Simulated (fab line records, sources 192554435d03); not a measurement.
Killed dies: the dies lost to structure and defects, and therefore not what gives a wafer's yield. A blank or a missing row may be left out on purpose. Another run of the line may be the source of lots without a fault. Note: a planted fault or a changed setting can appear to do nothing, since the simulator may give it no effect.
fab line records | flow n5_finfet | part 1 of 2: steps 1 to 14 of 23
record: lots: 5 | wafers: 15 | last_day: 17
route steps=1938 shown BEOL_M3@968
lots that met no fault: from a run of the same line without faults
start_h: hours from the record's opening day to when the first of the lot's shown wafers began | wait_h: time in hours since the lot's previous step | " the same as in the row above | L1.1+2: a single row standing in for several wafers | - no value, or no start given | * or withheld: withheld | < > ~ a bound
route shown NAME@n: NAME is a module with steps in the file, n the number in the route of the first one | usual: mean/standard deviation taken from wafers without a fault | same: alike in all rows | chamber/n: place in a boat | sites: readings site by site | _std_site: the values' standard deviation | _edge_site: inner sites' mean taken away from outer sites' mean | radius_mm: how far each site lies from the wafer's centre | mask NAME#n: copy n | behind: tool/chamber where the wafer was last shaped | hold: cause of the lot's hold/its duration in hours/its outcome | device: whichever transistor did not switch (one of n, p or np) | end of line: the route-end tests of the same wafers | a step given without rows: its recipe and nothing more | killed: dies that structure and defects cost at the first sort, which is not the same as the wafer's yield | map: per-die view of a wafer (x killed, . not killed, _ where there is no die)
set.NAME: the setting as run; set.NAME@STEP: as run at that earlier step | model.NAME: the simulator's own value behind a step, which no gauge read
lots seen at some steps along the route; tables by step, rows by wafer
services: the hour from which a tool's chamber was out of use, counted from the record's first day as start_h (under 0 if before that day), plus the number of hours and why
== steps ==
step: N5_BEOL_M3_INSPECT_30
recipe: mode: adi | inspect_instrument: brightfield
usual: raw_defect_count: 424/79
lot.wafer | tool              | chamber | start_h | wait_h | raw_defect_count
L074.2    | defect_inspect-01 | -       | 145.91  | 0.0    | 404
L074.3    | "                 | -       | "       | "      | 323
L074.4    | "                 | -       | "       | "      | 498
L078.2    | defect_inspect-01 | -       | 162.22  | 0.0    | 614
L078.3    | "                 | -       | "       | "      | 599
L078.5    | "                 | -       | "       | "      | 435
L079.1    | defect_inspect-01 | -       | 179.87  | 0.1    | 436
L079.2    | "                 | -       | "       | "      | 379
L079.3    | "                 | -       | "       | "      | 503
L088.4    | defect_inspect-01 | -       | 223.25  | 0.0    | 419
L088.5    | "                 | -       | "       | "      | 362
L088.6    | "                 | -       | "       | "      | 320
L095.1    | defect_inspect-01 | -       | 269.76  | 0.1    | 408
L095.4    | "                 | -       | "       | "      | 529
L095.5    | "                 | -       | "       | "      | 414
step: N5_BEOL_M3_DESCUM_33
recipe: chemistry: O2 | time_s: 7 | source_power_w: 50 | bias_power_w: 20 | pressure_mtorr: 20 | rf_frequency_hz: 2.712e+07 | temp_c: 40 | resist: CAR-EUV | o2_flow_sccm: 225
usual: drypump_motor_current_A: 5.6/0.5 | oes_product_au: 0.78/0.08 | rf_vpp_V: 243.3/1.4 | showerhead_plenum_p_Torr: 2.10/0.067 | throttle_valve_pct: 20.43/0.25
lot.wafer | tool        | chamber | start_h | wait_h | drypump_motor_current_A | oes_product_au | rf_hours_counter_h | rf_vpp_V | showerhead_plenum_p_Torr | throttle_valve_pct
L074.2    | rie_diel-06 | 1       | 145.94  | 0.0    | 5.3                     | 0.90           | 51                 | 242.3    | 2.13                     | 20.46
L074.3    | "           | 3       | "       | "      | 6.8                     | 0.92           | 25                 | 244.0    | 2.13                     | 20.13
L074.4    | "           | 0       | "       | "      | 5.5                     | 0.78           | 140                | 241.0    | 2.01                     | 20.65
L078.2    | rie_diel-05 | 3       | 162.26  | 0.0    | 5.4                     | 0.75           | 166                | 244.9    | 2.18                     | 20.39
L078.3    | "           | 1       | "       | "      | 5.6                     | 0.70           | 243                | 240.5    | 1.97                     | 20.77
L078.5    | "           | 3       | "       | "      | 5.4                     | 0.74           | -                  | 245.8    | 2.18                     | 20.39
L079.1    | rie_diel-03 | 1       | 179.90  | 0.0    | 5.1                     | 0.70           | 202                | 245.2    | 2.16                     | 20.38
L079.2    | "           | 0       | "       | "      | 5.3                     | 0.71           | 192                | 242.8    | 2.17                     | 20.45
L079.3    | "           | 2       | "       | "      | 4.8                     | 0.97           | 0                  | 242.3    | 2.06                     | 19.88
L088.4    | rie_diel-05 | 0       | 223.34  | 0.1    | 5.3                     | 0.76           | -                  | 243.7    | 2.07                     | 20.14
L088.5    | "           | 3       | "       | "      | 5.4                     | 0.74           | -                  | 245.0    | 2.18                     | 20.42
L088.6    | "           | 1       | "       | "      | 5.6                     | 0.94           | -                  | 245.7    | 2.23                     | 20.42
L095.1    | rie_diel-06 | 1       | 269.80  | 0.0    | 5.4                     | 0.83           | 89                 | 244.3    | 2.11                     | 20.51
L095.4    | "           | 2       | "       | "      | 5.7                     | 0.71           | 169                | 243.2    | 2.00                     | 20.82
L095.5    | "           | 3       | "       | "      | 6.8                     | 0.83           | -                  | 243.8    | 2.12                     | 20.20
step: N5_BEOL_M3_ETCH_77
recipe: chemistry: N2/H2 | target: underlayer | target_depth_a: 65 | mask_material: CAR-EUV | time_s: 5.2 | ion_energy_ev: 200 | pressure_mtorr: 30 | source_w: 840 | bias_w: 150 | n2_flow_sccm: 200 | h2_flow_sccm: 200 | ends: cleared
usual: drypump_motor_current_A: 5.6/0.5 | etch_rf_on_time_s: 5.22/0.095 | h2_flow_sccm: 199.8/1.5 | oes_product_au: 0.66/0.07 | rf_vpp_V: 524.1/2.4 | showerhead_plenum_p_Torr: 2.55/0.083 | throttle_valve_pct: 17.86/0.28
lot.wafer | tool        | chamber | start_h | wait_h | drypump_motor_current_A | etch_rf_on_time_s | h2_flow_sccm | oes_product_au | rf_hours_counter_h | rf_vpp_V | showerhead_plenum_p_Torr | throttle_valve_pct
L074.2    | rie_diel-06 | 1       | 145.98  | 0.0    | 5.3                     | 5.13              | 200.2        | 0.75           | 51                 | 524.2    | 2.59                     | 17.93
L074.3    | "           | 3       | "       | "      | 6.8                     | 5.12              | 199.4        | 0.78           | 25                 | 523.8    | 2.59                     | 17.51
L074.4    | "           | 0       | "       | "      | 5.5                     | 5.13              | 199.6        | 0.67           | 140                | 522.8    | 2.43                     | 18.00
L078.2    | rie_diel-05 | 3       | 162.29  | 0.0    | 5.4                     | 5.29              | 199.0        | 0.64           | 166                | 525.8    | 2.65                     | 17.75
L078.3    | "           | 1       | "       | "      | 5.6                     | 5.11              | 200.3        | 0.60           | 243                | 520.2    | 2.40                     | 18.25
L078.5    | "           | 3       | "       | "      | 5.4                     | 5.27              | 199.1        | 0.64           | -                  | 526.8    | 2.65                     | 17.74
L079.1    | rie_diel-03 | 1       | 179.94  | 0.0    | 5.2                     | 5.35              | 200.0        | 0.61           | 202                | 525.8    | 2.63                     | 17.91
L079.2    | "           | 0       | "       | "      | 5.4                     | 5.27              | 200.2        | 0.60           | 192                | 526.8    | 2.64                     | 17.93
L079.3    | "           | 2       | "       | "      | 4.8                     | 5.18              | 200.3        | 0.85           | 0                  | 522.3    | 2.49                     | 17.25
L088.4    | rie_diel-05 | 0       | 223.37  | 0.0    | 5.3                     | 5.26              | 201.0        | 0.63           | -                  | 523.3    | 2.53                     | 17.56
L088.5    | "           | 3       | "       | "      | 5.4                     | 5.25              | 198.6        | 0.61           | -                  | 525.0    | 2.64                     | 17.78
L088.6    | "           | 1       | "       | "      | 5.6                     | 5.03              | 200.3        | 0.81           | -                  | 527.6    | 2.71                     | 17.83
L095.1    | rie_diel-06 | 1       | 269.83  | 0.0    | 5.3                     | 5.19              | 199.7        | 0.71           | 89                 | 524.7    | 2.58                     | 17.99
L095.4    | "           | 2       | "       | "      | 5.7                     | 5.33              | 198.8        | 0.60           | 169                | 520.0    | 2.44                     | 18.34
L095.5    | "           | 3       | "       | "      | 6.8                     | 5.15              | 199.5        | 0.71           | -                  | 523.2    | 2.57                     | 17.60
step: N5_BEOL_M3_ETCH_69
recipe: chemistry: CF4 | target: SiARC | target_depth_a: 156 | mask_material: CAR-EUV | time_s: 26 | ion_energy_ev: 80 | pressure_mtorr: 40 | source_w: 545 | bias_w: 36 | Ar_flow_sccm: 100 | cf4_flow_sccm: 100 | ends: cleared
usual: drypump_motor_current_A: 5.6/0.5 | etch_rf_on_time_s: 26.2/0.39 | mfc_ar_sccm: 99.9/0.32 | oes_product_au: 0.67/0.069 | rf_vpp_V: 184.1/1.1 | showerhead_plenum_p_Torr: 2.15/0.065 | throttle_valve_pct: 15.65/0.23
lot.wafer | tool        | chamber | start_h | wait_h | drypump_motor_current_A | etch_rf_on_time_s | mfc_ar_sccm | oes_product_au | rf_hours_counter_h | rf_vpp_V | showerhead_plenum_p_Torr | throttle_valve_pct
L074.2    | rie_diel-06 | 1       | 145.99  | 0.0    | 5.3                     | 25.7              | 99.5        | 0.76           | 51                 | 184.1    | 2.18                     | 15.62
L074.3    | "           | 3       | "       | "      | 6.8                     | 25.5              | 99.8        | 0.78           | 25                 | 184.4    | 2.19                     | 15.36
L074.4    | "           | 0       | "       | "      | 5.5                     | 25.8              | 99.5        | 0.66           | 140                | 183.7    | 2.06                     | 15.78
L078.2    | rie_diel-05 | 3       | 162.31  | 0.0    | 5.4                     | 26.6              | 100.1       | 0.64           | 166                | 184.8    | 2.23                     | 15.63
L078.3    | "           | 1       | "       | "      | 5.6                     | 25.8              | 99.6        | 0.60           | 243                | 182.3    | 2.03                     | 16.03
L078.5    | "           | 3       | "       | "      | 5.4                     | 26.3              | 100.1       | 0.64           | -                  | 185.5    | 2.23                     | 15.62
L079.1    | rie_diel-03 | 1       | 179.95  | 0.0    | 5.2                     | 26.8              | 99.9        | 0.60           | 202                | 183.9    | 2.21                     | 15.69
L079.2    | "           | 0       | "       | "      | 5.3                     | 26.7              | 99.8        | 0.60           | 192                | 184.3    | 2.21                     | 15.61
L079.3    | "           | 2       | "       | "      | 4.8                     | 26.1              | 100.0       | 0.84           | 0                  | 182.6    | 2.11                     | 15.06
L088.4    | rie_diel-05 | 0       | 223.41  | 0.0    | 5.3                     | 25.9              | 99.8        | 0.64           | -                  | 183.2    | 2.14                     | 15.47
L088.5    | "           | 3       | "       | "      | 5.4                     | 26.1              | 100.3       | 0.62           | -                  | 184.8    | 2.22                     | 15.66
L088.6    | "           | 1       | "       | "      | 5.6                     | 25.4              | 100.2       | 0.81           | -                  | 185.3    | 2.28                     | 15.57
L095.1    | rie_diel-06 | 1       | 269.85  | 0.0    | 5.3                     | 26.3              | 100.0       | 0.71           | 89                 | 184.3    | 2.17                     | 15.67
L095.4    | "           | 2       | "       | "      | 5.7                     | 26.6              | 99.9        | 0.61           | 169                | 182.5    | 2.06                     | 16.03
L095.5    | "           | 3       | "       | "      | 6.7                     | 26.0              | 99.7        | 0.71           | -                  | 185.5    | 2.18                     | 15.44
step: N5_BEOL_M3_ALD_98
recipe: material: SiO2 | target_thk_a: 25 | temp_c: 100 | ald_precursor_family: BDEAS | ald_co_reactant: O2-plasma | pulse_time_s: 1 | co_reactant_pulse_time_s: 1 | purge_time_s: 2 | co_reactant_purge_time_s: 2 | ald_cycles: 17 | pressure_torr: 2
usual: chamber_pressure_Torr: 2.000/0.0045 | heater_power_w: 78/7.6 | precursor_pulse_height_rel: 1.000/0.018
same: co_reactant_pulse_time_s: 1
lot.wafer | tool       | chamber | start_h | wait_h | chamber_pressure_Torr | heater_power_w | precursor_pulse_height_rel
L074.2    | ald_sin-03 | 3       | 146.08  | 0.1    | 1.999                 | 77             | 1.019
L074.3    | "          | 2       | "       | "      | 2.002                 | 72             | 1.001
L074.4    | "          | 1       | "       | "      | 1.997                 | 71             | 0.973
L078.2    | ald_sin-04 | 0       | 163.35  | 1.0    | 1.991                 | 90             | 0.998
L078.3    | "          | 1       | "       | "      | 1.996                 | 74             | 0.967
L078.5    | "          | 1       | "       | "      | 2.004                 | 73             | 1.001
L079.1    | ald_sin-04 | 1       | 180.17  | 0.2    | 2.003                 | 76             | 0.987
L079.2    | "          | 0       | "       | "      | 1.997                 | 93             | 1.007
L079.3    | "          | 2       | "       | "      | 1.998                 | 80             | 1.014
L088.4    | ald_sin-04 | 2       | 223.46  | 0.0    | 2.001                 | 79             | 0.992
L088.5    | "          | 2       | "       | "      | 2.002                 | 78             | 0.988
L088.6    | "          | 1       | "       | "      | 2.000                 | 76             | 1.020
L095.1    | ald_sin-04 | 1       | 270.00  | 0.1    | 2.001                 | 77             | 0.981
L095.4    | "          | 0       | "       | "      | 1.995                 | 90             | 0.989
L095.5    | "          | 2       | "       | "      | 1.997                 | 78             | 0.991
step: N5_BEOL_M3_ETCHBACK_99
recipe: chemistry: CHF3 | target: SiO2 | target_depth_a: 50 | time_s: 10.4 | source_w: 215 | bias_w: 47 | Ar_flow_sccm: 200 | CHF3_flow_sccm: 12 | ion_energy_ev: 100 | pressure_mtorr: 30
usual: drypump_motor_current_A: 5.5/0.5 | mfc_ar_sccm: 199.9/0.58 | oes_product_au: 0.78/0.086 | rf_vpp_V: 240.8/2.9 | showerhead_plenum_p_Torr: 2.17/0.067 | throttle_valve_pct: 17.10/0.21
lot.wafer | tool        | chamber | start_h | wait_h | drypump_motor_current_A | mfc_ar_sccm | oes_product_au | rf_hours_counter_h | rf_vpp_V | showerhead_plenum_p_Torr | throttle_valve_pct
L074.2    | rie_diel-05 | 0       | 149.44  | 3.3    | 5.3                     | 200.8       | 0.77           | 148                | 236.6    | 2.17                     | 16.93
L074.3    | "           | 1       | "       | "      | 5.6                     | 199.4       | 0.70           | 239                | 242.7    | 2.03                     | 17.46
L074.4    | "           | 2       | "       | "      | 6.0                     | 199.1       | 0.69           | 227                | 239.6    | 2.12                     | 17.36
L078.2    | rie_diel-06 | 0       | 173.90  | 10.5   | 5.5                     | 200.3       | 0.76           | 148                | 238.2    | 2.07                     | 17.30
L078.3    | "           | 1       | "       | "      | 5.4                     | 199.4       | 0.87           | 59                 | 243.8    | 2.19                     | 17.09
L078.5    | "           | 1       | "       | "      | 5.3                     | 200.7       | 0.88           | -                  | 244.0    | 2.19                     | 17.09
L079.1    | rie_diel-06 | 1       | 181.35  | 1.1    | 5.3                     | 200.5       | 0.87           | 61                 | 243.1    | 2.19                     | 17.10
L079.2    | "           | 2       | "       | "      | 5.7                     | 200.6       | 0.74           | 138                | 241.4    | 2.07                     | 17.42
L079.3    | "           | 0       | "       | "      | 5.5                     | 199.1       | 0.76           | 151                | 235.7    | 2.07                     | 17.31
L088.4    | rie_diel-03 | 2       | 229.59  | 6.1    | 4.8                     | 200.2       | 0.92           | -                  | 240.7    | 2.12                     | 16.60
L088.5    | "           | 1       | "       | "      | 5.2                     | 199.1       | 0.68           | -                  | 239.4    | 2.22                     | 17.17
L088.6    | "           | 0       | "       | "      | 5.3                     | 200.2       | 0.69           | -                  | 245.4    | 2.22                     | 17.11
L095.1    | rie_diel-05 | 3       | 270.92  | 0.9    | 5.4                     | 200.4       | 0.72           | 198                | 240.3    | 2.23                     | 17.13
L095.4    | "           | 0       | "       | "      | 5.3                     | 199.4       | 0.74           | 187                | 237.9    | 2.15                     | 16.97
L095.5    | "           | 0       | "       | "      | 5.3                     | 200.3       | 0.74           | -                  | 237.6    | 2.15                     | 16.98
step: N5_BEOL_M3_ETCH_70
recipe: chemistry: N2/H2 | target: SOC | target_depth_a: 800 | overetch_a: 160 | mask_material: SiARC | temp_c: 40 | time_s: 120 | ion_energy_ev: 200 | pressure_mtorr: 30 | source_w: 840 | bias_w: 150 | n2_flow_sccm: 200 | h2_flow_sccm: 200
usual: drypump_motor_current_A: 5.5/0.5 | h2_flow_sccm: 199.9/0.6 | oes_product_au: 0.60/0.061 | rf_vpp_V: 524.3/2.2 | showerhead_plenum_p_Torr: 2.56/0.082 | throttle_valve_pct: 17.80/0.27
lot.wafer | tool        | chamber | start_h | wait_h | drypump_motor_current_A | h2_flow_sccm | oes_product_au | rf_hours_counter_h | rf_vpp_V | showerhead_plenum_p_Torr | throttle_valve_pct
L074.2    | rie_diel-05 | 0       | 149.47  | 0.0    | 5.3                     | 200.2        | 0.59           | 148                | 524.8    | 2.54                     | 17.47
L074.3    | "           | 1       | "       | "      | 5.6                     | 200.2        | 0.53           | 239                | 521.8    | 2.40                     | 18.18
L074.4    | "           | 2       | "       | "      | 6.0                     | 201.0        | 0.54           | 227                | 522.1    | 2.51                     | 18.21
L078.2    | rie_diel-06 | 0       | 173.94  | 0.0    | 5.5                     | 200.1        | 0.58           | 148                | 521.6    | 2.43                     | 17.97
L078.3    | "           | 1       | "       | "      | 5.4                     | 200.7        | 0.66           | 59                 | 525.8    | 2.59                     | 17.88
L078.5    | "           | 1       | "       | "      | 5.4                     | 200.4        | 0.66           | -                  | 526.2    | 2.59                     | 17.88
L079.1    | rie_diel-06 | 1       | 181.39  | 0.0    | 5.4                     | 198.9        | 0.66           | 61                 | 525.3    | 2.59                     | 17.89
L079.2    | "           | 2       | "       | "      | 5.7                     | 200.4        | 0.57           | 138                | 520.6    | 2.45                     | 18.26
L079.3    | "           | 0       | "       | "      | 5.5                     | 199.8        | 0.58           | 151                | 522.3    | 2.43                     | 17.95
L088.4    | rie_diel-03 | 2       | 229.65  | 0.0    | 4.8                     | 200.7        | 0.70           | -                  | 523.4    | 2.49                     | 17.21
L088.5    | "           | 1       | "       | "      | 5.2                     | 199.9        | 0.54           | -                  | 525.4    | 2.62                     | 17.89
L088.6    | "           | 0       | "       | "      | 5.3                     | 199.8        | 0.53           | -                  | 526.6    | 2.63                     | 17.92
L095.1    | rie_diel-05 | 3       | 270.96  | 0.0    | 5.4                     | 200.5        | 0.56           | 198                | 526.1    | 2.63                     | 17.78
L095.4    | "           | 0       | "       | "      | 5.3                     | 200.5        | 0.57           | 187                | 524.4    | 2.53                     | 17.55
L095.5    | "           | 0       | "       | "      | 5.3                     | 200.0        | 0.56           | -                  | 523.8    | 2.53                     | 17.52
step: N5_BEOL_M3_STRIP_71
recipe: chemistry: N2/H2 | temp_c: 40 | n2_flow_sccm: 200 | h2_flow_sccm: 200 | rf_frequency_hz: 6e+07
lot.wafer  | tool        | chamber | start_h | wait_h
L074.2+3+4 | rie_diel-05 | 0,1,2   | 149.55  | 0.0
L078.2+3+5 | rie_diel-06 | 0,1,1   | 174.02  | 0.0
L079.1+2+3 | rie_diel-06 | 1,2,0   | 181.47  | 0.0
L088.4+5+6 | rie_diel-03 | 2,1,0   | 229.69  | 0.0
L095.1+4+5 | rie_diel-05 | 3,0,0   | 271.04  | 0.0
step: N5_BEOL_M3_STRIP_78
recipe: chemistry: N2/H2 | temp_c: 40 | n2_flow_sccm: 200 | h2_flow_sccm: 200 | rf_frequency_hz: 6e+07
lot.wafer  | tool        | chamber | start_h | wait_h
L074.2+3+4 | rie_diel-05 | 0,1,2   | 149.56  | 0.0
L078.2+3+5 | rie_diel-06 | 0,1,1   | 174.03  | 0.0
L079.1+2+3 | rie_diel-06 | 1,2,0   | 181.48  | 0.0
L088.4+5+6 | rie_diel-03 | 2,1,0   | 229.70  | 0.0
L095.1+4+5 | rie_diel-05 | 3,0,0   | 271.05  | 0.0
step: N5_BEOL_M3_VIA_ETCH_34
recipe: chemistry: C4F6/O2 | target_depth_a: 694 | mask_material: SOC | pressure_mtorr: 15 | ion_energy_ev: 250 | taper_deg: 4 | time_s: 65.9 | source_w: 350 | bias_w: 170 | Ar_flow_sccm: 300 | C4F6_flow_sccm: 10 | O2_flow_sccm: 10
usual: drypump_motor_current_A: 5.5/0.5 | mfc_ar_sccm: 300.0/0.89 | oes_product_au: 0.78/0.086 | rf_vpp_V: 665/7.5 | showerhead_plenum_p_Torr: 2.86/0.086 | throttle_valve_pct: 30.80/0.23
lot.wafer | tool        | chamber | start_h | wait_h | drypump_motor_current_A | mfc_ar_sccm | oes_product_au | rf_hours_counter_h | rf_vpp_V | showerhead_plenum_p_Torr | throttle_valve_pct
L074.2    | rie_diel-05 | 0       | 149.57  | 0.0    | 5.3                     | 299.3       | 0.76           | 148                | 658      | 2.86                     | 30.58
L074.3    | "           | 1       | "       | "      | 5.6                     | 299.1       | 0.70           | 239                | 667      | 2.69                     | 31.01
L074.4    | "           | 2       | "       | "      | 6.0                     | 299.5       | 0.69           | 227                | 664      | 2.81                     | 31.10
L078.2    | rie_diel-06 | 0       | 174.04  | 0.0    | 5.5                     | 301.1       | 0.76           | 148                | 656      | 2.74                     | 31.09
L078.3    | "           | 1       | "       | "      | 5.4                     | 298.0       | 0.88           | 59                 | 674      | 2.89                     | 30.95
L078.5    | "           | 1       | "       | "      | 5.4                     | 300.3       | 0.87           | -                  | 674      | 2.89                     | 30.93
L079.1    | rie_diel-06 | 1       | 181.49  | 0.0    | 5.3                     | 300.3       | 0.88           | 61                 | 674      | 2.89                     | 30.93
L079.2    | "           | 2       | "       | "      | 5.6                     | 300.0       | 0.74           | 138                | 668      | 2.74                     | 31.21
L079.3    | "           | 0       | "       | "      | 5.4                     | 300.7       | 0.76           | 151                | 654      | 2.74                     | 31.09
L088.4    | rie_diel-03 | 2       | 229.73  | 0.0    | 4.8                     | 301.8       | 0.92           | -                  | 663      | 2.80                     | 30.32
L088.5    | "           | 1       | "       | "      | 5.2                     | 300.3       | 0.69           | -                  | 663      | 2.93                     | 30.78
L088.6    | "           | 0       | "       | "      | 5.3                     | 299.9       | 0.69           | -                  | 676      | 2.92                     | 30.70
L095.1    | rie_diel-05 | 3       | 271.06  | 0.0    | 5.4                     | 299.4       | 0.72           | 198                | 664      | 2.94                     | 30.69
L095.4    | "           | 0       | "       | "      | 5.3                     | 300.2       | 0.74           | 187                | 657      | 2.84                     | 30.62
L095.5    | "           | 0       | "       | "      | 5.3                     | 301.6       | 0.74           | -                  | 656      | 2.84                     | 30.62
step: N5_BEOL_M3_STRIP_83
recipe: chemistry: C4F6/O2 | resist: SiARC | rf_frequency_hz: 6e+07
lot.wafer  | tool        | chamber | start_h | wait_h
L074.2+3+4 | rie_diel-05 | 0,1,2   | 149.62  | 0.0
L078.2+3+5 | rie_diel-06 | 0,1,1   | 174.09  | 0.0
L079.1+2+3 | rie_diel-06 | 1,2,0   | 181.54  | 0.0
L088.4+5+6 | rie_diel-03 | 2,1,0   | 229.76  | 0.0
L095.1+4+5 | rie_diel-05 | 3,0,0   | 271.11  | 0.0
step: N5_BEOL_M3_STRIP_36
recipe: chemistry: N2/H2 | power_w: 450 | temp_c: 40 | pressure_mtorr: 20 | rf_frequency_hz: 6e+07 | overash_fraction: 0.3 | bias_power_w: 7 | h2_frac: 0.5 | n2_flow_sccm: 200 | h2_flow_sccm: 200
usual: drypump_motor_current_A: 5.5/0.5 | h2_flow_sccm: 200.1/0.59 | oes_product_au: 0.79/0.085 | rf_vpp_V: 59.3/1.4 | showerhead_plenum_p_Torr: 2.55/0.082 | throttle_valve_pct: 23.6/0.35
same: overash_fraction: 0.3
lot.wafer | tool        | chamber | start_h | wait_h | drypump_motor_current_A | h2_flow_sccm | oes_product_au | rf_hours_counter_h | rf_vpp_V | showerhead_plenum_p_Torr | throttle_valve_pct
L074.2    | rie_diel-05 | 0       | 149.63  | 0.0    | 5.3                     | 200.0        | 0.77           | 148                | 59.6     | 2.54                     | 23.1
L074.3    | "           | 1       | "       | "      | 5.6                     | 199.8        | 0.71           | 239                | 58.9     | 2.39                     | 24.0
L074.4    | "           | 2       | "       | "      | 6.0                     | 199.1        | 0.70           | 227                | 60.1     | 2.50                     | 24.2
L078.2    | rie_diel-06 | 0       | 174.10  | 0.0    | 5.5                     | 200.1        | 0.76           | 149                | 59.3     | 2.43                     | 23.8
L078.3    | "           | 1       | "       | "      | 5.4                     | 199.2        | 0.87           | 59                 | 61.1     | 2.58                     | 23.8
L078.5    | "           | 1       | "       | "      | 5.3                     | 200.8        | 0.87           | -                  | 60.9     | 2.59                     | 23.8
L079.1    | rie_diel-06 | 1       | 181.55  | 0.0    | 5.4                     | 199.3        | 0.87           | 61                 | 61.8     | 2.58                     | 23.8
L079.2    | "           | 2       | "       | "      | 5.7                     | 200.5        | 0.76           | 138                | 62.5     | 2.45                     | 24.2
L079.3    | "           | 0       | "       | "      | 5.5                     | 199.9        | 0.76           | 151                | 58.0     | 2.43                     | 23.8
L088.4    | rie_diel-03 | 2       | 229.79  | 0.0    | 4.8                     | 199.5        | 0.92           | -                  | 58.0     | 2.48                     | 23.1
L088.5    | "           | 1       | "       | "      | 5.1                     | 200.9        | 0.69           | -                  | 58.3     | 2.62                     | 23.7
L088.6    | "           | 0       | "       | "      | 5.3                     | 200.6        | 0.70           | -                  | 61.0     | 2.63                     | 23.8
L095.1    | rie_diel-05 | 3       | 271.12  | 0.0    | 5.4                     | 200.5        | 0.73           | 198                | 63.2     | 2.63                     | 23.4
L095.4    | "           | 0       | "       | "      | 5.3                     | 201.1        | 0.74           | 187                | 59.5     | 2.52                     | 23.2
L095.5    | "           | 0       | "       | "      | 5.3                     | 200.0        | 0.74           | -                  | 59.1     | 2.52                     | 23.2
step: N5_BEOL_M3_TRENCH_ETCH_37
recipe: chemistry: C4F6/O2 | target_depth_a: 555.55 | target: SiOC | time_s: 29.2 | ion_energy_ev: 250 | pressure_mtorr: 30 | source_w: 355 | bias_w: 185 | Ar_flow_sccm: 300 | C4F6_flow_sccm: 10 | O2_flow_sccm: 10
usual: drypump_motor_current_A: 5.5/0.5 | mfc_ar_sccm: 300.0/0.95 | oes_product_au: 0.78/0.085 | rf_vpp_V: 665/7.4 | showerhead_plenum_p_Torr: 2.87/0.086 | throttle_valve_pct: 20.89/0.21
lot.wafer | tool        | chamber | start_h | wait_h | drypump_motor_current_A | mfc_ar_sccm | oes_product_au | rf_hours_counter_h | rf_vpp_V | showerhead_plenum_p_Torr | throttle_valve_pct
L074.2    | rie_diel-05 | 0       | -       | -      | 5.3                     | 301.2       | 0.77           | 148                | 656      | 2.86                     | 20.67
L074.3    | "           | 1       | "       | "      | 5.6                     | 299.9       | 0.70           | 239                | 667      | 2.70                     | 21.22
L074.4    | "           | 2       | "       | "      | 6.0                     | 301.2       | 0.69           | 227                | 664      | 2.81                     | 21.14
L078.2    | rie_diel-06 | 0       | -       | -      | 5.5                     | 298.8       | 0.76           | 149                | 654      | 2.75                     | 21.11
L078.3    | "           | 1       | "       | "      | 5.3                     | 300.4       | 0.87           | 59                 | 674      | 2.89                     | 20.91
L078.5    | "           | 1       | "       | "      | 5.4                     | 300.2       | 0.88           | -                  | 673      | 2.89                     | 20.92
L079.1    | rie_diel-06 | 1       | -       | -      | 5.3                     | 299.8       | 0.87           | 61                 | 674      | 2.89                     | 20.93
L079.2    | "           | 2       | "       | "      | 5.7                     | 299.1       | 0.74           | 138                | 668      | 2.74                     | 21.23
L079.3    | "           | 0       | "       | "      | 5.5                     | 300.2       | 0.76           | 151                | 654      | 2.74                     | 21.12
L088.4    | rie_diel-03 | 2       | -       | -      | 4.8                     | 300.6       | 0.92           | -                  | 665      | 2.81                     | 20.39
L088.5    | "           | 1       | "       | "      | 5.2                     | 300.8       | 0.69           | -                  | 661      | 2.94                     | 20.94
L088.6    | "           | 0       | "       | "      | 5.3                     | 299.6       | 0.69           | -                  | 679      | 2.93                     | 20.83
L095.1    | rie_diel-05 | 3       | -       | -      | 5.4                     | 299.7       | 0.72           | 198                | 664      | 2.95                     | 20.89
L095.4    | "           | 0       | "       | "      | 5.3                     | 299.9       | 0.73           | 187                | 657      | 2.84                     | 20.72
L095.5    | "           | 0       | "       | "      | 5.3                     | 300.4       | 0.73           | -                  | 656      | 2.85                     | 20.73
step: N5_BEOL_M3_ETCH_41
recipe: chemistry: CH3F/O2 | target: SiCN | target_depth_a: 299 | taper_deg: 2 | time_s: 52.5 | ion_energy_ev: 120 | mask_material: TiN | pressure_mtorr: 30 | source_w: 395 | bias_w: 75 | Ar_flow_sccm: 150 | CH3F_flow_sccm: 30 | O2_flow_sccm: 20
usual: drypump_motor_current_A: 5.5/0.5 | mfc_ar_sccm: 150.0/0.45 | oes_product_au: 0.78/0.085 | rf_vpp_V: 297.5/1.5 | showerhead_plenum_p_Torr: 2.01/0.063 | throttle_valve_pct: 16.34/0.21
lot.wafer | tool        | chamber | start_h | wait_h | drypump_motor_current_A | mfc_ar_sccm | oes_product_au | rf_hours_counter_h | rf_vpp_V | showerhead_plenum_p_Torr | throttle_valve_pct
L074.2    | rie_diel-05 | 0       | -       | -      | 5.3                     | 150.1       | 0.77           | 148                | 296.7    | 2.01                     | 16.16
L074.3    | "           | 1       | "       | "      | 5.6                     | 149.4       | 0.71           | 239                | 296.2    | 1.89                     | 16.72
L074.4    | "           | 2       | "       | "      | 6.0                     | 151.1       | 0.69           | 227                | 296.1    | 1.97                     | 16.62
L078.2    | rie_diel-06 | 0       | -       | -      | 5.5                     | 149.2       | 0.76           | 149                | 295.8    | 1.93                     | 16.53
L078.3    | "           | 1       | "       | "      | 5.3                     | 150.7       | 0.88           | 59                 | 299.7    | 2.03                     | 16.33
L078.5    | "           | 1       | "       | "      | 5.3                     | 150.1       | 0.87           | -                  | 298.1    | 2.03                     | 16.33
L079.1    | rie_diel-06 | 1       | -       | -      | 5.3                     | 150.3       | 0.88           | 61                 | 298.4    | 2.03                     | 16.31
L079.2    | "           | 2       | "       | "      | 5.7                     | 149.8       | 0.75           | 138                | 295.2    | 1.92                     | 16.64
L079.3    | "           | 0       | "       | "      | 5.5                     | 149.8       | 0.76           | 151                | 296.8    | 1.92                     | 16.53
L088.4    | rie_diel-03 | 2       | -       | -      | 4.8                     | 149.9       | 0.92           | -                  | 296.9    | 1.97                     | 15.83
L088.5    | "           | 1       | "       | "      | 5.2                     | 150.1       | 0.69           | -                  | 298.0    | 2.07                     | 16.42
L088.6    | "           | 0       | "       | "      | 5.3                     | 149.7       | 0.69           | -                  | 299.4    | 2.06                     | 16.35
L095.1    | rie_diel-05 | 3       | -       | -      | 5.4                     | 149.9       | 0.72           | 198                | 299.4    | 2.07                     | 16.37
L095.4    | "           | 0       | "       | "      | 5.3                     | 150.1       | 0.73           | 187                | 296.9    | 2.00                     | 16.21
L095.5    | "           | 0       | "       | "      | 5.3                     | 149.8       | 0.74           | -                  | 297.7    | 2.00                     | 16.22
